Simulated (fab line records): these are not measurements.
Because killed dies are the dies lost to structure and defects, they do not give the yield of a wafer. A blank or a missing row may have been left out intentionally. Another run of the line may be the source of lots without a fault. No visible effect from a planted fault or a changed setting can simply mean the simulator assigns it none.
Matching of chambers || flow nand-harc || 3 sister chambers for NHARC_A_CONTACT_DEP_58 on pecvd-02
The step deposits SiON, target thk 60 nm. 3 wafers are shown with their chamber, then 12 later ones without.

WAFERS WITH THEIR CHAMBER
{"wafer": "L089.4", "chamber": 1, "heater-power-w (W)": 731}
{"wafer": "L091.2", "chamber": 2, "heater-power-w (W)": 817}
{"wafer": "L091.6", "chamber": 0, "heater-power-w (W)": 572}

WAFERS WITHOUT THEIR CHAMBER
{"wafer": "L090.2", "heater-power-w (W)": 680}
{"wafer": "L090.4", "heater-power-w (W)": 680}
{"wafer": "L090.6", "heater-power-w (W)": 870}
{"wafer": "L093.1", "heater-power-w (W)": 844}
{"wafer": "L093.3", "heater-power-w (W)": 597}
{"wafer": "L093.5", "heater-power-w (W)": 613}
{"wafer": "L097.1", "heater-power-w (W)": 585}
{"wafer": "L097.2", "heater-power-w (W)": 850}
{"wafer": "L097.5", "heater-power-w (W)": 631}
{"wafer": "L094.2", "heater-power-w (W)": 829}
{"wafer": "L094.4", "heater-power-w (W)": 659}
{"wafer": "L094.6", "heater-power-w (W)": 845}

EACH ONE'S CHAMBER
{"wafer": "L090.2", "from the rows above": "can't be placed: 1 or 0", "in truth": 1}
{"wafer": "L090.4", "from the rows above": "can't be placed: 1 or 0", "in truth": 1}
{"wafer": "L090.6", "from the rows above": 2, "in truth": 2}
{"wafer": "L093.1", "from the rows above": 2, "in truth": 2}
{"wafer": "L093.3", "from the rows above": 0, "in truth": 0}
{"wafer": "L093.5", "from the rows above": "can't be placed: 0 or 1", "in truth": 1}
{"wafer": "L097.1", "from the rows above": 0, "in truth": 0}
{"wafer": "L097.2", "from the rows above": 2, "in truth": 2}
{"wafer": "L097.5", "from the rows above": "can't be placed: 0 or 1", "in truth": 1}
{"wafer": "L094.2", "from the rows above": 2, "in truth": 2}
{"wafer": "L094.4", "from the rows above": "can't be placed: 1 or 0", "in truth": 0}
{"wafer": "L094.6", "from the rows above": 2, "in truth": 2}
Correctly placed: 7 of 12. Unplaceable from these rows: 5, with the true chamber sitting among the candidates in 5. 0 placed wrongly.
How it was worked out, from the rows above alone: a wafer's distance from a chamber is the root of the sum, over the readings, of the square of ((its reading less the chamber's mean) divided by the reading's scatter). The wafer belongs to the nearest chamber; if the next one is less than 2 further off, it can't be placed. The mean given for a chamber averages the wafers shown for that chamber. The scatter (one wafer shown for each chamber): square how far every hidden wafer sits from the nearest shown wafer, average those squares and take the square root.
